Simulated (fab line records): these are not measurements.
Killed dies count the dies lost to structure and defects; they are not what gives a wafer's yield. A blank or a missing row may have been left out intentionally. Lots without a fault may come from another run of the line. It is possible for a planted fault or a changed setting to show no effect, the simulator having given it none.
fab line records + flow n5-finfet + part 2 of 2: steps 27 to 27 of 27
[record]
- lots = 6
- wafers = 18
- last-day = 17
route steps=1938 shown BEOL_M6@1257 BEOL_M7@1263 PASSIVATION@1936
lots untouched by any fault: they come from a run of this same line in which no faults occurred
start-h: hours from the record's opening day to when the first of the lot's shown wafers began + wait-h: hours elapsed since this lot's preceding step + " identical to the entry in the row above + L1.1+2: one row covering several wafers at once + - no value, or no start given + * or withheld: withheld + < > ~ a bound
route shown NAME@n: names a module that has steps shown in the file, with the first one's number in the route + usual: the fault-free wafers' mean and standard deviation + same: alike in all rows + chamber/n: place in a boat + sites: each site's reading + _std_site: standard deviation across them + _edge_site: the outer-site mean with the inner-site mean subtracted + radius-mm: for every site, how far away it sits from the centre of the wafer + mask NAME#n: copy n + behind: the tool/chamber that last shaped the wafer + hold: cause of the lot's hold/its duration in hours/its outcome + device: transistor that didn't switch, given as n, p or np + end of line: tests run on the same wafers once the route is complete + a step given without rows: its recipe and nothing more + killed: not the wafer's yield, but the dies lost to structure and defects at the first sort + map: a wafer's dies, marking killed ones x, the rest . and places with no die _
set.NAME: the setting the step ran with; set.NAME@STEP: the setting that earlier step ran with + model.NAME: the simulator's own value behind a step, which no gauge read
lots at selected steps of the route; one table per step, one row per wafer
services: the hour from which a tool's chamber was out of use, counted from the record's first day as start-h (under 0 if before that day), plus the number of hours and why
[[steps]]
[step N5_PASSIVATION_PROBE_49]
[usual]
- defect-limited-yield = 91.7/1.4
- killed_at_M0_to_M3 = 31/11
- killed_at_M4_up = 13/4.6
- killed-at-contacts = 13/6.7
- killed-at-front-end = 39/9.6
- killed-at-other = 3.5/2.8
- killed-dies = 98/16
- killed-open = 64/11
- killed-short = 33/8.5
- sort_bin_4_leakage = 0.00/0.032
- sort_bin_5_function = 4.9/0.96
- sort_bin_6_memory = 3.1/0.59
- sort_bin_8_speed = 0.2/1.3
- sort-n-pass = 1080/23
- sort-yield-pct = 91.5/1.9
[same]
- gross-dies = 1180
- killed-at-back-side = 0
| lot.wafer | tool      | chamber | start-h | wait-h | defect-limited-yield[%] | killed_at_M0_to_M3 | killed_at_M4_up | killed-at-contacts | killed-at-front-end | killed-at-other | killed-dies | killed-open | killed-short | sort_bin_4_leakage[%] | sort_bin_5_function[%] | sort_bin_6_memory[%] | sort_bin_8_speed[%] | sort-n-pass | sort-yield-pct[%] |
|-----------|-----------|---------|---------|--------|-------------------------|--------------------|-----------------|--------------------|---------------------|-----------------|-------------|-------------|--------------|-----------------------|------------------------|----------------------|---------------------|-------------|-------------------|
| L503.2    | prober-01 | -       | 301.91  | 0.2    | 90.3                    | 31                 | 17              | 9                  | 55                  | 3               | 115         | 74          | 37           | 0                     | 4.7                    | 4.7                  | 2.5                 | 1035        | 87.7              |
| L503.4    | prober-01 | -       | 302.01  | 0.3    | 92.5                    | 14                 | 11              | 1                  | 58                  | 5               | 89          | 63          | 26           | 0                     | 4.1                    | 3.4                  | 0                   | 1091        | 92.5              |
| L503.6    | prober-01 | -       | 302.11  | 0.4    | 93.5                    | 18                 | 13              | 13                 | 32                  | 1               | 77          | 50          | 27           | 0                     | 3.7                    | 2.5                  | 0                   | 1103        | 93.5              |
| L505.1    | prober-01 | -       | 310.50  | 0.0    | 91.0                    | 29                 | 17              | 17                 | 42                  | 1               | 106         | 79          | 27           | 0                     | 5.3                    | 3.3                  | 0                   | 1074        | 91.0              |
| L505.2    | prober-01 | -       | 310.55  | 0.1    | 92.5                    | 23                 | 6               | 13                 | 43                  | 3               | 88          | 54          | 34           | 0                     | 4.7                    | 2.5                  | 0                   | 1092        | 92.5              |
| L505.5    | prober-01 | -       | 310.70  | 0.2    | 91.3                    | 26                 | 13              | 17                 | 47                  | 0               | 103         | 67          | 36           | 0                     | 5.8                    | 2.4                  | 0                   | 1077        | 91.3              |
| L509.1    | prober-02 | -       | 337.76  | 0.0    | 92.6                    | 21                 | 10              | 10                 | 45                  | 1               | 87          | 58          | 29           | 0                     | 4.8                    | 2.4                  | 0                   | 1093        | 92.6              |
| L509.2    | prober-02 | -       | 337.81  | 0.1    | 91.8                    | 40                 | 10              | 10                 | 36                  | 1               | 97          | 58          | 37           | 0                     | 4.5                    | 3.5                  | 0                   | 1083        | 91.8              |
| L509.4    | prober-02 | -       | 337.91  | 0.2    | 91.4                    | 36                 | 9               | 15                 | 38                  | 4               | 102         | 67          | 33           | 0                     | 4.4                    | 3.4                  | 0                   | 1078        | 91.4              |
| L518.2    | prober-02 | -       | 377.55  | 0.1    | 93.8                    | 23                 | 7               | 9                  | 28                  | 6               | 73          | 41          | 31           | 0.17                  | 3.0                    | 2.9                  | 0                   | 1105        | 93.6              |
| L518.4    | prober-02 | -       | 377.65  | 0.2    | 88.8                    | 45                 | 14              | 12                 | 53                  | 8               | 132         | 77          | 54           | 0                     | 6.8                    | 3.8                  | 0                   | 1048        | 88.8              |
| L518.5    | prober-02 | -       | 377.70  | 0.2    | 91.9                    | 45                 | 6               | 2                  | 37                  | 5               | 95          | 65          | 30           | 0                     | 4.7                    | 3.0                  | 0                   | 1085        | 91.9              |
// killed by level:class
L503.2 STI_FIN_REVEAL:geometric-particle:open=21 BEOL_M0_SAQP:geometric-particle:short=8 BEOL_M1:geometric-particle:open=8 MOL_CONTACT_COAG:geometric-particle:open=7 BEOL_M3:geometric-particle:open=7 BEOL_M4:geometric-particle:open=7 FIN_SAQP:geometric-particle:open=6 FIN_SAQP:geometric-particle:short=6
L503.4 STI_FIN_REVEAL:geometric-particle:open=28 FIN_SAQP:geometric-particle:open=10 STI_FIN_REVEAL:geometric-particle:short=8 BEOL_M1:geometric-particle:open=6 BEOL_M4:geometric-particle:open=5 DUMMY_GATE:geometric-particle:open=4 GATE_CUT:geometric-particle:short=4 BEOL_M1:geometric-particle:short=2
L503.6 MOL_CONTACT_COAG:geometric-particle:open=12 STI_FIN_REVEAL:geometric-particle:open=9 STI_FIN_REVEAL:geometric-particle:short=8 FIN_SAQP:geometric-particle:short=4 ILD0:geometric-particle:open=4 BEOL_M1:geometric-particle:open=4 BEOL_M3:geometric-particle:open=4 BEOL_M4:geometric-particle:open=4
L505.1 FIN_SAQP:geometric-particle:open=15 MOL_CONTACT_COAG:geometric-particle:open=13 FIN_SAQP:geometric-particle:short=11 BEOL_M4:geometric-particle:open=11 STI_FIN_REVEAL:geometric-particle:open=7 BEOL_M1:geometric-particle:open=7 BEOL_M3:geometric-particle:open=6 BEOL_M0_SAQP:geometric-particle:open=5
L505.2 FIN_SAQP:geometric-particle:short=11 STI_FIN_REVEAL:geometric-particle:open=10 BEOL_M3:geometric-particle:open=9 MOL_CONTACT_COAG:geometric-particle:short=7 MOL_CONTACT_COAG:geometric-particle:open=6 BEOL_M2:geometric-particle:open=6 BEOL_M0_SAQP:geometric-particle:open=4 FIN_SAQP:geometric-particle:open=3
L505.5 STI_FIN_REVEAL:geometric-particle:open=15 MOL_CONTACT_COAG:geometric-particle:open=14 FIN_SAQP:geometric-particle:short=9 BEOL_M0_SAQP:geometric-particle:open=8 BEOL_M0_SAQP:geometric-particle:short=8 BEOL_M4:geometric-particle:open=7 GATE_CUT:geometric-particle:short=6 BEOL_M2:geometric-particle:open=3
L509.1 FIN_SAQP:geometric-particle:open=8 STI_FIN_REVEAL:geometric-particle:open=8 MOL_CONTACT_COAG:geometric-particle:open=8 FIN_SAQP:geometric-particle:short=7 DUMMY_GATE:geometric-particle:open=7 BEOL_M0_SAQP:geometric-particle:short=6 BEOL_M0:geometric-particle:open=5 GATE_CUT:geometric-particle:open=4
L509.2 FIN_SAQP:geometric-particle:open=9 BEOL_M3:geometric-particle:open=7 MOL_CONTACT_COAG:geometric-particle:open=6 BEOL_M0_SAQP:geometric-particle:short=6 BEOL_M0_SAQP:geometric-particle:open=5 GATE_CUT:geometric-particle:open=5 BEOL_M0:geometric-particle:open=5 BEOL_M0:geometric-particle:short=5
L509.4 MOL_CONTACT_COAG:geometric-particle:open=13 BEOL_M0_SAQP:geometric-particle:open=9 FIN_SAQP:geometric-particle:open=8 BEOL_M0_SAQP:geometric-particle:short=8 STI_FIN_REVEAL:geometric-particle:open=7 BEOL_M3:geometric-particle:short=6 DUMMY_GATE:geometric-particle:open=5 FIN_SAQP:geometric-particle:short=4
L518.2 BEOL_M3:geometric-particle:open=6 STI_FIN_REVEAL:geometric-particle:open=6 MOL_CONTACT_COAG:geometric-particle:open=6 BEOL_M1:geometric-particle:open=6 GATE_CUT:geometric-particle:short=5 STI_FIN_REVEAL:geometric-particle:short=4 BEOL_M0_SAQP:geometric-particle:short=4 BEOL_M3:geometric-particle:short=4
L518.4 STI_FIN_REVEAL:geometric-particle:open=18 MOL_CONTACT_COAG:geometric-particle:open=10 GATE_CUT:geometric-particle:short=8 BEOL_M0_SAQP:geometric-particle:short=8 BEOL_M3:geometric-particle:open=8 BEOL_M1:geometric-particle:open=7 BEOL_M1:geometric-particle:short=7 GATE_CUT:geometric-particle:open=6
L518.5 BEOL_M0_SAQP:geometric-particle:open=14 BEOL_M0_SAQP:geometric-particle:short=10 STI_FIN_REVEAL:geometric-particle:open=9 BEOL_M2:geometric-particle:open=7 FIN_SAQP:geometric-particle:open=5 DUMMY_GATE:geometric-particle:open=5 BEOL_M1:geometric-particle:open=5 GATE_CUT:geometric-particle:open=4
[[services]]
| tool        | chamber | start-h | hours | kind                          |
|-------------|---------|---------|-------|-------------------------------|
| rie-diel-04 | -       | 188.17  | 14.6  | pm                            |
| pecvd-04    | 0       | 188.67  | 5.5   | scheduled-down                |
| pecvd-01    | -       | 189.62  | 5.5   | pm                            |
| pecvd-04    | 2       | 202.38  | -     | clean                         |
| uv-cure-02  | -       | 211.97  | 7.6   | repair                        |
| pecvd-02    | -       | 218.26  | 16.8  | repair                        |
| uv-cure-01  | -       | 235.86  | 1.0   | pm                            |
| uv-cure-03  | -       | 236.04  | 1.0   | pm                            |
| pecvd-02    | -       | 237.05  | 4.3   | pm                            |
| rie-diel-03 | -       | 239.00  | 15.6  | pm                            |
| pecvd-03    | -       | 242.55  | 1.7   | repair                        |
| pecvd-03    | -       | 247.71  | 5.3   | repair                        |
| pecvd-01    | -       | 259.73  | 2.9   | repair                        |
| rie-diel-06 | 0       | 267.66  | 4.5   | repair                        |
| uv-cure-01  | -       | 271.91  | 2.1   | pm                            |
| rie-diel-06 | 2       | 272.21  | -     | clean                         |
| rie-diel-06 | 2       | 272.21  | -     | consumable-replace:focus-ring |
| rie-diel-06 | 2       | 272.21  | 23.9  | scheduled-down                |
| rie-diel-06 | 2       | 272.21  | 23.9  | vent-cycle                    |
| rie-diel-04 | 3       | 278.44  | 4.5   | repair                        |
| rie-diel-03 | 2       | 296.51  | 115.9 | repair                        |
| rie-diel-04 | 3       | 296.85  | 3.5   | repair                        |
| pecvd-03    | 1       | 300.78  | 2.8   | repair                        |
| pecvd-03    | 1       | 322.46  | 12.9  | repair                        |
